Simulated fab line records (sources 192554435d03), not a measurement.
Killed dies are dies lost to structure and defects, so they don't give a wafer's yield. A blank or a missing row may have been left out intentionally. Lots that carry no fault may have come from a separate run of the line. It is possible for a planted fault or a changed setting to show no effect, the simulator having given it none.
fab line records :: flow n5_finfet
record
  lots=3
  wafers=9
  last_day=17
route steps=1938 shown BEOL_M1@824 BEOL_M2@841 BEOL_M4@1111 PASSIVATION@1936
lots with no fault: from the same line, run without faults
start_h: start of the lot's first displayed wafer, in hours after the record's first day :: wait_h: hours from the lot's prior step to this one :: " as in the row above :: L1.1+2: a row that stands for several wafers :: - no value present, or no start provided :: * or withheld: withheld :: < > ~ a bound
route shown NAME@n: NAME is a module with steps in the file, n the number in the route of the first one :: usual: mean/standard deviation taken from wafers without a fault :: same: alike in all rows :: chamber/n: place in a boat :: sites: per-site readings :: _std_site: how widely they spread, as a standard deviation :: _edge_site: inner sites' mean taken away from outer sites' mean :: radius_mm: how far each site lies from the wafer's centre :: mask NAME#n: copy n :: behind: the last tool/chamber to shape the wafer :: hold: why the lot went on hold/how many hours it stayed there/how the hold came to an end :: device: which transistor (n, p or np) failed to switch :: end of line: the same wafers' tests at the end of the route :: a step without rows: its recipe alone :: killed: dies that structure and defects cost at the first sort, which is not the same as the wafer's yield :: map: dies across one wafer; x = killed, . = not, _ = none there
set.NAME: the setting that was run; set.NAME@STEP: the one run at that earlier step :: model.NAME: the simulator's own value behind a step, which no gauge read
lots at selected steps of the route; one table per step, one row per wafer
services: from which hour (start_h, from the record's first day; less than 0 if before it) a tool's chamber was out of use, for how many hours, and why
## steps
# step N5_BEOL_M1_SPUTTER_90
# recipe
  material=Cu
  target_thk_a=45
  temp_c=-20
  chamber_pressure_pa=0.07
  power_w=withheld
  time_s=8.29
# step N5_BEOL_M1_ANNEAL_91
# recipe
  temp_c=400
  time_s=240
  ambient=vacuum
# step N5_BEOL_M1_SPUTTER_92
# recipe
  material=Cu
  target_thk_a=45
  temp_c=-20
  chamber_pressure_pa=0.07
  power_w=withheld
  time_s=8.29
# step N5_BEOL_M1_ANNEAL_93
# recipe
  temp_c=400
  time_s=240
  ambient=vacuum
# step N5_BEOL_M1_SPUTTER_94
# recipe
  material=Cu
  target_thk_a=45
  temp_c=-20
  chamber_pressure_pa=0.07
  power_w=withheld
  time_s=8.29
# step N5_BEOL_M1_ANNEAL_95
# recipe
  temp_c=400
  time_s=240
  ambient=vacuum
# step N5_BEOL_M1_SPUTTER_96
# recipe
  material=Cu
  target_thk_a=45
  temp_c=-20
  chamber_pressure_pa=0.07
  power_w=withheld
  time_s=8.29
# step N5_BEOL_M1_ECD_50
# recipe
  material=Cu
  target_thk_a=3000
# step N5_BEOL_M1_ANNEAL_51
# recipe
  temp_c=225
  time_s=90
  ambient=N2
# step N5_BEOL_M1_CMP_52
# recipe
  stop_on=SiOC
  t_overpolish_s=6.8
  down_force_psi=1
  platen_rpm=50
  clearing_platen_down_force_psi=1.5
  clearing_platen_rpm=50
  post_cmp_clean=cu_alkaline
  target_thk_nm=40
  clearing_platen_pad_velocity_m_s=0.99484
  pad_velocity_m_s=0.99484
# step N5_BEOL_M1_PRE_CLEAN_60
# recipe
  gas=NH3/H2
  time_s=15
  temp_c=*
  rf_power_w=300
# step N5_BEOL_M1_CO_CAP_55
# recipe
  material=Co
  target_thk_a=20
  temp_c=200
  precursor=CCTBA/H2
  pressure_torr=30
  time_s=102.1
# usual
  heater_power_outer_w=118/20
  heater_power_w=224/38
lot.wafer: L270.4
tool: cvd_co-01
chamber: 0
start_h: 155.11
wait_h: 0.1
heater_power_outer_w: 146
heater_power_w: 270

lot.wafer: L270.5
tool: cvd_co-01
chamber: 0
start_h: 155.11
wait_h: 0.1
heater_power_outer_w: 145
heater_power_w: 281

lot.wafer: L270.6
tool: cvd_co-01
chamber: 1
start_h: 155.11
wait_h: 0.1
heater_power_outer_w: 117
heater_power_w: 221

lot.wafer: L275.1
tool: cvd_co-01
chamber: 0
start_h: 197.87
wait_h: 0.0
heater_power_outer_w: 151
heater_power_w: 281

lot.wafer: L275.2
tool: cvd_co-01
chamber: 2
start_h: 197.87
wait_h: 0.0
heater_power_outer_w: 101
heater_power_w: 184

lot.wafer: L275.4
tool: cvd_co-01
chamber: 1
start_h: 197.87
wait_h: 0.0
heater_power_outer_w: 113
heater_power_w: 224

lot.wafer: L286.1
tool: cvd_co-02
chamber: 1
start_h: 267.14
wait_h: 0.0
heater_power_outer_w: 88
heater_power_w: 169

lot.wafer: L286.3
tool: cvd_co-02
chamber: 2
start_h: 267.14
wait_h: 0.0
heater_power_outer_w: 135
heater_power_w: 252

lot.wafer: L286.6
tool: cvd_co-02
chamber: 0
start_h: 267.14
wait_h: 0.0
heater_power_outer_w: 122
heater_power_w: 228
# step N5_BEOL_M1_PRE_CLEAN_56
# recipe
  gas=NH3
  time_s=15
  temp_c=withheld
  rf_power_w=300
# step N5_BEOL_M1_DEP_57
# recipe
  material=SiCN
  target_thk_a=80
  temp_c=withheld
  precursor=3MS/NH3
  pressure_torr=3
  rf_w=202
  time_s=14
# step N5_BEOL_M1_INSPECT_59
# recipe
  inspect_instrument=darkfield
  mode=post_dep
# usual
  raw_defect_count=75/24
lot.wafer: L270.4
tool: defect_inspect-01
chamber: -
start_h: 155.33
wait_h: 0.0
raw_defect_count: 85

lot.wafer: L270.5
tool: defect_inspect-01
chamber: -
start_h: 155.33
wait_h: 0.0
raw_defect_count: 97

lot.wafer: L270.6
tool: defect_inspect-01
chamber: -
start_h: 155.33
wait_h: 0.0
raw_defect_count: 120

lot.wafer: L275.1
tool: defect_inspect-02
chamber: -
start_h: 198.08
wait_h: 0.0
raw_defect_count: 540

lot.wafer: L275.2
tool: defect_inspect-02
chamber: -
start_h: 198.08
wait_h: 0.0
raw_defect_count: 73

lot.wafer: L275.4
tool: defect_inspect-02
chamber: -
start_h: 198.08
wait_h: 0.0
raw_defect_count: 71

lot.wafer: L286.1
tool: defect_inspect-01
chamber: -
start_h: 267.35
wait_h: 0.0
raw_defect_count: 59

lot.wafer: L286.3
tool: defect_inspect-01
chamber: -
start_h: 267.35
wait_h: 0.0
raw_defect_count: 67

lot.wafer: L286.6
tool: defect_inspect-01
chamber: -
start_h: 267.35
wait_h: 0.0
raw_defect_count: 60
# step N5_BEOL_M2_ILD_DEP_00
# recipe
  material=SiOC
  target_thk_a=790
  temp_c=350
  precursor=DEMS/O2
  pressure_torr=5
  rf_w=500
  time_s=15.3
# step N5_BEOL_M2_PECVD_72
# recipe
  material=SiO2
  target_thk_a=160
  temp_c=400
  precursor=TEOS/O2
  pressure_torr=5.5
  rf_w=450
  teos_flow_sccm=53.8
  gas=O2
  flow_sccm=3000
  time_s=18
# step N5_BEOL_M2_HM_DEP_02
# recipe
  material=TiN
  target_thk_a=200
  temp_c=25
  chamber_pressure_pa=0.49996
# step N5_BEOL_M2_COAT_61
# recipe
  resist=SOC
  temp_c=250
  time_s=60
  spin_rpm=1500
  resist_thk_nm=60
# step N5_BEOL_M2_COAT_62
# recipe
  resist=SiARC
  temp_c=220
  time_s=60
  spin_rpm=1500
  resist_thk_nm=12
# step N5_BEOL_M2_COAT_73
# recipe
  resist=underlayer
  temp_c=205
  time_s=60
  spin_rpm=1500
  resist_thk_nm=5
# step N5_BEOL_M2_COAT_05
# recipe
  resist=CAR-EUV
  spin_rpm=1500
  resist_thk_nm=30
# step N5_BEOL_M2_EBR_07
# recipe
  solvent=PGMEA
  ebr_width_mm=1.5
# step N5_BEOL_M2_SOFTBAKE_06
# recipe
  temp_c=110
  time_s=60
  resist=CAR-EUV
# step N5_BEOL_M2_EXPOSE_08
# recipe
  mask_id=M2
  na=0.33
  source_shape=dipole
  sigma_inner=0.369
  sigma_outer=0.767
  polarization=unpolarized
  dose_mj=41.25
# step N5_BEOL_M2_PEB_09
# recipe
  peb_temp_c=100
  peb_time_s=60
  resist=CAR-EUV
# step N5_BEOL_M2_DEVELOP_10
# recipe
  develop_time_s=30
  developer=TMAH
  resist=CAR-EUV
  rinse_liquid=surfactant_rinse
  dry=air_spin
  dev_temp_c=23
# step N5_BEOL_M2_INSPECT_13
# recipe
  mode=adi
  inspect_instrument=brightfield
# usual
  raw_defect_count=420/110
lot.wafer: L270.4
tool: defect_inspect-02
chamber: -
start_h: 158.23
wait_h: 0.0
raw_defect_count: 471

lot.wafer: L270.5
tool: defect_inspect-02
chamber: -
start_h: 158.23
wait_h: 0.0
raw_defect_count: 423

lot.wafer: L270.6
tool: defect_inspect-02
chamber: -
start_h: 158.23
wait_h: 0.0
raw_defect_count: 384

lot.wafer: L275.1
tool: defect_inspect-01
chamber: -
start_h: 200.57
wait_h: 0.1
raw_defect_count: 889

lot.wafer: L275.2
tool: defect_inspect-01
chamber: -
start_h: 200.57
wait_h: 0.1
raw_defect_count: 398

lot.wafer: L275.4
tool: defect_inspect-01
chamber: -
start_h: 200.57
wait_h: 0.1
raw_defect_count: 398

lot.wafer: L286.1
tool: defect_inspect-02
chamber: -
start_h: 268.85
wait_h: 0.1
raw_defect_count: 310

lot.wafer: L286.3
tool: defect_inspect-02
chamber: -
start_h: 268.85
wait_h: 0.1
raw_defect_count: 461

lot.wafer: L286.6
tool: defect_inspect-02
chamber: -
start_h: 268.85
wait_h: 0.1
raw_defect_count: 301
# step N5_BEOL_M2_DESCUM_16
# recipe
  chemistry=O2
  time_s=7
  source_power_w=50
  bias_power_w=20
  pressure_mtorr=20
  rf_frequency_hz=2.712e+07
  temp_c=40
  resist=CAR-EUV
  o2_flow_sccm=225
# step N5_BEOL_M2_ETCH_74
# recipe
  chemistry=N2/H2
  target=underlayer
  target_depth_a=65
  mask_material=CAR-EUV
  time_s=5.2
  ion_energy_ev=200
  pressure_mtorr=30
  source_w=840
  bias_w=150
  n2_flow_sccm=200
  h2_flow_sccm=200
  ends=cleared
# step N5_BEOL_M2_ETCH_63
# recipe
  chemistry=CF4
  target=SiARC
  target_depth_a=156
  mask_material=CAR-EUV
  time_s=26
  ion_energy_ev=80
  pressure_mtorr=40
  source_w=545
  bias_w=36
  Ar_flow_sccm=100
  cf4_flow_sccm=100
  ends=cleared
# step N5_BEOL_M2_ETCH_64
# recipe
  chemistry=N2/H2
  target=SOC
  target_depth_a=750
  overetch_a=225
  mask_material=SiARC
  temp_c=40
  time_s=121.9
  ion_energy_ev=200
  pressure_mtorr=30
  source_w=840
  bias_w=150
  n2_flow_sccm=200
  h2_flow_sccm=200
# step N5_BEOL_M2_STRIP_65
# recipe
  chemistry=N2/H2
  temp_c=40
  n2_flow_sccm=200
  h2_flow_sccm=200
  rf_frequency_hz=6e+07
# step N5_BEOL_M2_STRIP_75
# recipe
  chemistry=N2/H2
  temp_c=40
  n2_flow_sccm=200
  h2_flow_sccm=200
  rf_frequency_hz=6e+07
# step N5_BEOL_M2_STRIP_66
# recipe
  chemistry=CF4
  resist=SiARC
  power_w=300
  bias_power_w=75
  pressure_mtorr=50
  cf4_flow_sccm=150
  rf_frequency_hz=6e+07
# step N5_BEOL_M2_HM_OPEN_17
# recipe
  chemistry=Cl2/BCl3
  target_depth_a=200
  overetch_a=60
  target=TiN
  mask_material=SOC
  ion_energy_ev=150
  pressure_mtorr=10
  icp_w=1000
  bias_w=126
  Cl2_flow_sccm=53.25
  bcl3_flow_sccm=21.75
  Ar_flow_sccm=25
# step N5_BEOL_M2_STRIP_19
# recipe
  chemistry=O2
  power_w=400
  temp_c=40
  pressure_mtorr=30
  rf_frequency_hz=6e+07
  bias_power_w=0
  overash_fraction=0.2
  o2_flow_sccm=225
# step N5_BEOL_M2_INSPECT_30
# recipe
  mode=adi
  inspect_instrument=brightfield
# usual
  raw_defect_count=423/110
lot.wafer: L270.4
tool: defect_inspect-01
chamber: -
start_h: 159.40
wait_h: 0.0
raw_defect_count: 421

lot.wafer: L270.5
tool: defect_inspect-01
chamber: -
start_h: 159.40
wait_h: 0.0
raw_defect_count: 433

lot.wafer: L270.6
tool: defect_inspect-01
chamber: -
start_h: 159.40
wait_h: 0.0
raw_defect_count: 382

lot.wafer: L275.1
tool: defect_inspect-01
chamber: -
start_h: 201.45
wait_h: 0.1
raw_defect_count: 885

lot.wafer: L275.2
tool: defect_inspect-01
chamber: -
start_h: 201.45
wait_h: 0.1
raw_defect_count: 377

lot.wafer: L275.4
tool: defect_inspect-01
chamber: -
start_h: 201.45
wait_h: 0.1
raw_defect_count: 399

lot.wafer: L286.1
tool: defect_inspect-02
chamber: -
start_h: 269.78
wait_h: 0.1
raw_defect_count: 316

lot.wafer: L286.3
tool: defect_inspect-02
chamber: -
start_h: 269.78
wait_h: 0.1
raw_defect_count: 476

lot.wafer: L286.6
tool: defect_inspect-02
chamber: -
start_h: 269.78
wait_h: 0.1
raw_defect_count: 290
# step N5_BEOL_M4_RC_MEAS_101
# usual
  DIBL_N=36.4/2.7
  DIBL_P=36/3.2
  IOFF_N=0.16/0.046
  IOFF_P=0.21/0.055
  ION_N=677/15
  ION_P=464/11
  SS_N=71.5/0.79
  SS_P=73.3/0.93
  VT_N=250/4.1
  VT_P=-251/4.4
lot.wafer: L270.4
tool: prober-02
chamber: 0
start_h: 207.21
wait_h: 0.5
DIBL_N[mV/V]: 36.5
DIBL_P[mV/V]: 36
IOFF_N[nA/um]: 0.16
IOFF_P[nA/um]: 0.21
ION_N[uA/um]: 672
ION_P[uA/um]: 460
SS_N[mV/dec]: 71.5
SS_P[mV/dec]: 73.0
VT_N[mV]: 249
VT_P[mV]: -251

lot.wafer: L270.5
tool: prober-02
chamber: 0
start_h: 207.21
wait_h: 0.5
DIBL_N[mV/V]: 34.8
DIBL_P[mV/V]: 33
IOFF_N[nA/um]: 0.13
IOFF_P[nA/um]: 0.17
ION_N[uA/um]: 668
ION_P[uA/um]: 465
SS_N[mV/dec]: 71.4
SS_P[mV/dec]: 71.8
VT_N[mV]: 250
VT_P[mV]: -251

lot.wafer: L270.6
tool: prober-02
chamber: 0
start_h: 207.21
wait_h: 0.5
DIBL_N[mV/V]: 37.0
DIBL_P[mV/V]: 36
IOFF_N[nA/um]: 0.17
IOFF_P[nA/um]: 0.22
ION_N[uA/um]: 686
ION_P[uA/um]: 462
SS_N[mV/dec]: 71.7
SS_P[mV/dec]: 73.2
VT_N[mV]: 248
VT_P[mV]: -248

lot.wafer: L275.1
tool: prober-01
chamber: 0
start_h: 235.59
wait_h: 0.0
DIBL_N[mV/V]: 39.1
DIBL_P[mV/V]: 39
IOFF_N[nA/um]: 0.19
IOFF_P[nA/um]: 0.27
ION_N[uA/um]: 699
ION_P[uA/um]: 478
SS_N[mV/dec]: 72.6
SS_P[mV/dec]: 74.8
VT_N[mV]: 247
VT_P[mV]: -248

lot.wafer: L275.2
tool: prober-01
chamber: 0
start_h: 235.59
wait_h: 0.0
DIBL_N[mV/V]: 35.3
DIBL_P[mV/V]: 34
IOFF_N[nA/um]: 0.11
IOFF_P[nA/um]: 0.17
ION_N[uA/um]: 666
ION_P[uA/um]: 463
SS_N[mV/dec]: 71.1
SS_P[mV/dec]: 72.3
VT_N[mV]: 256
VT_P[mV]: -254

lot.wafer: L275.4
tool: prober-01
chamber: 0
start_h: 235.59
wait_h: 0.0
DIBL_N[mV/V]: 35.4
DIBL_P[mV/V]: 33
IOFF_N[nA/um]: 0.11
IOFF_P[nA/um]: 0.17
ION_N[uA/um]: 651
ION_P[uA/um]: 456
SS_N[mV/dec]: 71.3
SS_P[mV/dec]: 72.2
VT_N[mV]: 258
VT_P[mV]: -253

lot.wafer: L286.1
tool: prober-01
chamber: 0
start_h: 298.70
wait_h: 0.0
DIBL_N[mV/V]: 39.3
DIBL_P[mV/V]: 39
IOFF_N[nA/um]: 0.20
IOFF_P[nA/um]: 0.25
ION_N[uA/um]: 679
ION_P[uA/um]: 464
SS_N[mV/dec]: 72.0
SS_P[mV/dec]: 73.7
VT_N[mV]: 243
VT_P[mV]: -248

lot.wafer: L286.3
tool: prober-01
chamber: 0
start_h: 298.70
wait_h: 0.0
DIBL_N[mV/V]: 38.4
DIBL_P[mV/V]: 37
IOFF_N[nA/um]: 0.19
IOFF_P[nA/um]: 0.23
ION_N[uA/um]: 691
ION_P[uA/um]: 467
SS_N[mV/dec]: 71.1
SS_P[mV/dec]: 73.3
VT_N[mV]: 247
VT_P[mV]: -249

lot.wafer: L286.6
tool: prober-01
chamber: 0
start_h: 298.70
wait_h: 0.0
DIBL_N[mV/V]: 41.9
DIBL_P[mV/V]: 41
IOFF_N[nA/um]: 0.26
IOFF_P[nA/um]: 0.29
ION_N[uA/um]: 695
ION_P[uA/um]: 470
SS_N[mV/dec]: 73.3
SS_P[mV/dec]: 74.8
VT_N[mV]: 243
VT_P[mV]: -247
# step N5_PASSIVATION_PROBE_49
# usual
  defect_limited_yield=91.1/1.4
  killed_at_M0_to_M3=34/9.7
  killed_at_M4_up=13/5.1
  killed_at_contacts=14/6.3
  killed_at_front_end=40/11
  killed_at_other=3.5/2.7
  killed_dies=105/16
  killed_on_rim=13/4.1
  killed_open=70/12
  killed_short=34/7.8
  sort_bin_5_function=5.2/0.88
  sort_bin_6_memory=3.3/0.7
  sort_n_pass=1074/17
  sort_yield_pct=91.0/1.5
# same
  gross_dies=1180
  killed_at_back_side=0
  sort_bin_4_leakage[%]=0
  sort_bin_8_speed[%]=0
lot.wafer: L270.4
tool: prober-01
chamber: -
start_h: 307.80
wait_h: 0.2
defect_limited_yield[%]: 91.5
killed_at_M0_to_M3: 26
killed_at_M4_up: 16
killed_at_contacts: 25
killed_at_front_end: 31
killed_at_other: 2
killed_dies: 100
killed_on_rim: 16
killed_open: 69
killed_short: 30
sort_bin_5_function[%]: 5.0
sort_bin_6_memory[%]: 3.1
sort_n_pass: 1080
sort_yield_pct[%]: 91.5

lot.wafer: L270.5
tool: prober-01
chamber: -
start_h: 307.85
wait_h: 0.2
defect_limited_yield[%]: 91.8
killed_at_M0_to_M3: 24
killed_at_M4_up: 14
killed_at_contacts: 15
killed_at_front_end: 40
killed_at_other: 4
killed_dies: 97
killed_on_rim: 10
killed_open: 62
killed_short: 32
sort_bin_5_function[%]: 5.1
sort_bin_6_memory[%]: 3.0
sort_n_pass: 1083
sort_yield_pct[%]: 91.8

lot.wafer: L270.6
tool: prober-01
chamber: -
start_h: 307.90
wait_h: 0.3
defect_limited_yield[%]: 92.4
killed_at_M0_to_M3: 17
killed_at_M4_up: 18
killed_at_contacts: 13
killed_at_front_end: 39
killed_at_other: 3
killed_dies: 90
killed_on_rim: 16
killed_open: 62
killed_short: 27
sort_bin_5_function[%]: 3.6
sort_bin_6_memory[%]: 3.7
sort_n_pass: 1090
sort_yield_pct[%]: 92.4

lot.wafer: L275.1
tool: prober-01
chamber: -
start_h: 355.45
wait_h: 0.0
defect_limited_yield[%]: 82.5
killed_at_M0_to_M3: 128
killed_at_M4_up: 6
killed_at_contacts: 9
killed_at_front_end: 57
killed_at_other: 7
killed_dies: 207
killed_on_rim: 34
killed_open: 62
killed_short: 38
sort_bin_5_function[%]: 11.0
sort_bin_6_memory[%]: 4.5
sort_n_pass: 973
sort_yield_pct[%]: 82.5

lot.wafer: L275.2
tool: prober-01
chamber: -
start_h: 355.50
wait_h: 0.1
defect_limited_yield[%]: 89.7
killed_at_M0_to_M3: 32
killed_at_M4_up: 36
killed_at_contacts: 6
killed_at_front_end: 37
killed_at_other: 11
killed_dies: 122
killed_on_rim: 16
killed_open: 76
killed_short: 45
sort_bin_5_function[%]: 6.7
sort_bin_6_memory[%]: 3.4
sort_n_pass: 1058
sort_yield_pct[%]: 89.7

lot.wafer: L275.4
tool: prober-01
chamber: -
start_h: 355.60
wait_h: 0.2
defect_limited_yield[%]: 89.3
killed_at_M0_to_M3: 22
killed_at_M4_up: 22
killed_at_contacts: 14
killed_at_front_end: 65
killed_at_other: 3
killed_dies: 126
killed_on_rim: 16
killed_open: 84
killed_short: 42
sort_bin_5_function[%]: 5.7
sort_bin_6_memory[%]: 4.5
sort_n_pass: 1054
sort_yield_pct[%]: 89.3

lot.wafer: L286.1
tool: prober-01
chamber: -
start_h: 403.08
wait_h: 0.0
defect_limited_yield[%]: 89.9
killed_at_M0_to_M3: 48
killed_at_M4_up: 13
killed_at_contacts: 5
killed_at_front_end: 47
killed_at_other: 6
killed_dies: 119
killed_on_rim: 17
killed_open: 78
killed_short: 40
sort_bin_5_function[%]: 5.4
sort_bin_6_memory[%]: 4.3
sort_n_pass: 1061
sort_yield_pct[%]: 89.9

lot.wafer: L286.3
tool: prober-01
chamber: -
start_h: 403.18
wait_h: 0.1
defect_limited_yield[%]: 90.1
killed_at_M0_to_M3: 43
killed_at_M4_up: 24
killed_at_contacts: 17
killed_at_front_end: 31
killed_at_other: 2
killed_dies: 117
killed_on_rim: 17
killed_open: 87
killed_short: 30
sort_bin_5_function[%]: 6.3
sort_bin_6_memory[%]: 3.6
sort_n_pass: 1063
sort_yield_pct[%]: 90.1

lot.wafer: L286.6
tool: prober-01
chamber: -
start_h: 403.33
wait_h: 0.3
defect_limited_yield[%]: 92.5
killed_at_M0_to_M3: 31
killed_at_M4_up: 14
killed_at_contacts: 14
killed_at_front_end: 27
killed_at_other: 2
killed_dies: 88
killed_on_rim: 14
killed_open: 62
killed_short: 24
sort_bin_5_function[%]: 4.5
sort_bin_6_memory[%]: 2.9
sort_n_pass: 1092
sort_yield_pct[%]: 92.5
# killed by level:class
L270.4 MOL_CONTACT_COAG:geometric_particle:open=19 FIN_SAQP:geometric_particle:open=13 BEOL_M4:geometric_particle:open=11 BEOL_M0_SAQP:geometric_particle:open=7 MOL_CONTACT_COAG:geometric_particle:short=6 FIN_SAQP:geometric_particle:short=4 BEOL_M0_SAQP:geometric_particle:short=4 BEOL_M3:geometric_particle:open=4
L270.5 MOL_CONTACT_COAG:geometric_particle:open=10 STI_FIN_REVEAL:geometric_particle:open=9 BEOL_M4:geometric_particle:open=9 BEOL_M2:geometric_particle:open=8 STARTING-WAFER:geometric_particle:open=6 FIN_SAQP:geometric_particle:short=5 GATE_CUT:geometric_particle:short=5 MOL_CONTACT_COAG:geometric_particle:short=5
L270.6 MOL_CONTACT_COAG:geometric_particle:open=13 BEOL_M4:geometric_particle:open=12 FIN_SAQP:geometric_particle:open=9 FIN_SAQP:geometric_particle:short=8 GATE_CUT:geometric_particle:short=6 BEOL_M0_SAQP:geometric_particle:short=6 BEOL_M3:geometric_particle:open=6 STI_FIN_REVEAL:geometric_particle:open=5
L275.1 BEOL_M1:unspecified=106 FIN_SAQP:geometric_particle:open=17 FIN_SAQP:geometric_particle:short=13 STI_FIN_REVEAL:geometric_particle:open=11 MOL_CONTACT_COAG:geometric_particle:open=9 GATE_CUT:geometric_particle:short=7 BEOL_M2:geometric_particle:open=5 BEOL_M3:geometric_particle:short=5
L275.2 BEOL_M4:geometric_particle:open=17 BEOL_M4:geometric_particle:short=10 STI_FIN_REVEAL:geometric_particle:open=9 BEOL_M1:geometric_particle:open=7 BEOL_M3:geometric_particle:open=7 GATE_CUT:geometric_particle:short=6 MOL_CONTACT_COAG:geometric_particle:open=5 BEOL_M0_SAQP:geometric_particle:open=5
L275.4 STI_FIN_REVEAL:geometric_particle:open=27 MOL_CONTACT_COAG:geometric_particle:open=12 FIN_SAQP:geometric_particle:short=8 BEOL_M4:geometric_particle:open=8 BEOL_M3:geometric_particle:open=7 GATE_CUT:geometric_particle:short=6 FIN_SAQP:geometric_particle:open=5 STI_FIN_REVEAL:geometric_particle:short=4
L286.1 BEOL_M3:geometric_particle:open=17 FIN_SAQP:geometric_particle:open=15 FIN_SAQP:geometric_particle:short=11 BEOL_M1:geometric_particle:short=8 BEOL_M1:geometric_particle:open=7 DUMMY_GATE:geometric_particle:open=6 BEOL_M2:geometric_particle:open=5 BEOL_M3:geometric_particle:short=4
L286.3 BEOL_M1:geometric_particle:open=19 MOL_CONTACT_COAG:geometric_particle:open=14 BEOL_M2:geometric_particle:open=12 BEOL_M4:geometric_particle:open=10 BEOL_M4:geometric_particle:short=8 FIN_SAQP:geometric_particle:open=7 BEOL_M3:geometric_particle:open=5 STI_FIN_REVEAL:geometric_particle:open=5
L286.6 MOL_CONTACT_COAG:geometric_particle:open=12 BEOL_M1:geometric_particle:open=8 BEOL_M4:geometric_particle:open=8 FIN_SAQP:geometric_particle:short=7 BEOL_M2:geometric_particle:open=6 BEOL_M3:geometric_particle:open=5 FIN_SAQP:geometric_particle:open=4 GATE_CUT:geometric_particle:short=4
# map L275.1 (x killed, . not)
_________________......xxx...________________
______________..x.....x....x...._____________
___________x.x.....................__________
__________x..........x..x....x....x._________
________xx............................_______
_______.x..x..x........................______
______x.xxx.xx.....................x...._____
_____xxxxxxxxx.........x..x..............____
____xxxxxxxxxxx..x.x...x....x..x....x....x___
___xxxxxxxxxxx..............x..............__
___xxxxxxxxxx.xxx..........................__
__.xxxxxxxxxxxxxx..................x..x.x..._
__xxxxxxxxxxxx.............................._
_.xxxxxxxxxxx...........x......x.............
_.xxx.xxxx..x.........x......................
_...xxxx.x.x.......x.x......................x
_....x.xx.................x........x.........
_x........x.x...............x................
_..x.x..........x......................xx....
_.x....................x.....xx............x.
_..............x.........................x...
__....................x.......x........x.x.._
__.........x......x..x..........x.........xx_
___...............x....x...........x.......__
___.x...x........x.xx......................__
____...x....................xx....x.......___
_____x....xx.....x.............x...x..x..____
______...................xx..........x.._____
_______.........................x.x....______
________...x......x...x...........x..._______
__________.........x................_________
___________x..x....x............x..__________
______________.......x...x....xx_____________
_________________............________________
# map L270.4 (x killed, . not)
_________________..x.........________________
______________..x........x..x..._____________
___________......xx..x..x....x....x__________
__________x.........x....x....x....._________
________..............x..........x...._______
_______..............................x.______
______...................x..........x..._____
_____....x...............................____
____x.......x....................x........___
___...........x.....x..x....x...x..........__
___...x..................x...........x...x.__
__...x...........x.........................._
__..............x................x.........x_
_......................................xx..x.
_x.........x...........x.............x.......
_.............xx........xx...................
_..........x.....................x...........
_.............x..x...........................
_...............x................xxx......x..
_............x......x.x.......x......xxx.....
_........xx............x.x...................
__.............x.....x..xx..xx.............._
__.........................x.....x.....x...._
___x......x...................x...........x__
___.....x.x...x.....................x.....x__
____................x.....................___
_____.................................x..____
______................................x._____
_______................x...........x...______
________.........................x...._______
__________.....x.......x........xx.._________
___________......x.........x.......__________
______________x..............x.._____________
_________________............________________
## services
tool: cvd_co-01
chamber: 2
start_h: 150.93
hours: 11.7
kind: repair
## key
first_sign
  step=N5_BEOL_M1_INSPECT_59
  reading=raw_defect_count
  direction=up
  sigmas=19
  usual=75
  struck=540
effect
  step=N5_BEOL_M2_INSPECT_13
  reading=raw_defect_count
  direction=up
  sigmas=4.3
  usual=420
  struck=889
effect
  step=N5_BEOL_M2_INSPECT_30
  reading=raw_defect_count
  direction=up
  sigmas=4.2
  usual=423
  struck=885
effect
  step=N5_PASSIVATION_PROBE_49
  reading=killed_at_M0_to_M3
  direction=up
  sigmas=9.7
  usual=34
  struck=128
more_kills_born_at
  N5_BEOL_M1_CO_CAP_55@cvd_co-01=106
met_at N5_BEOL_M1_CO_CAP_55
struck_wafers L275.1
onset_between 155.11 197.87
fault
  kind=chamber_particle_source
  tool=cvd_co-01
  chamber=0
  onset_h=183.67
  steps=N5_BEOL_M1_CO_CAP_55
  rate_per_visit_cm2=0.66505
  end_h=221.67
